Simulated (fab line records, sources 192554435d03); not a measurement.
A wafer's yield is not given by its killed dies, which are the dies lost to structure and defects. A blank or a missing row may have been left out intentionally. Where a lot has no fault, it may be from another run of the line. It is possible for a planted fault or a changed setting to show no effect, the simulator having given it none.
The tool behind it: which one? -- flow n5-finfet -- 10 lots, 28 wafers sampled, at 1 step of a route of 1938

WHAT THE GAUGES SHOWED, per wafer
N5_ZERO_LAYER_INSPECT_20: inspects for defects (darkfield).
lot,measured,on,raw-defect-count
L241,day 1 13:23,defect-inspect-01,29 10 24
L244,day 2 07:16,defect-inspect-01,30 20
L249,day 3 13:26,defect-inspect-01,63 75 26
L251,day 4 01:23,defect-inspect-01,31 47 27
L252,day 4 07:16,defect-inspect-01,40 63
L253,day 4 13:38,defect-inspect-01,37 23 24
L254,day 4 19:23,defect-inspect-01,47 50 44
L256,day 5 07:23,defect-inspect-01,27 36 18
L259,day 6 01:23,defect-inspect-02,31 35 72
L261,day 6 13:16,defect-inspect-01,18 26 27

WHAT TOOL EACH LOT RAN ON (gives the tool, then ch and the chambers of the sampled wafers, and finally the start)
There is no process step in the record ahead of these readings.

THE ANSWER, worked out from the rows above alone
Rule: what is usual is taken from the lots themselves. The widest of any qualifying gaps counts: lots, ordered by their means at a reading, are off when they make up no more than a third of the lots, leave a main group of 4 or more, and stand apart from it by 3 or more times the standard deviation of that group's means. The tables above print the reading to a certain number of digits; a main group whose means all agree to those digits is not used. Also off: a lot with no number at a reading for which 4 or more lots have one. The other lots that the step has rows for count as sound.
Across all readings shown, no lot is off: no conclusion can be drawn from this.

WHAT THE SIMULATOR PUT IN
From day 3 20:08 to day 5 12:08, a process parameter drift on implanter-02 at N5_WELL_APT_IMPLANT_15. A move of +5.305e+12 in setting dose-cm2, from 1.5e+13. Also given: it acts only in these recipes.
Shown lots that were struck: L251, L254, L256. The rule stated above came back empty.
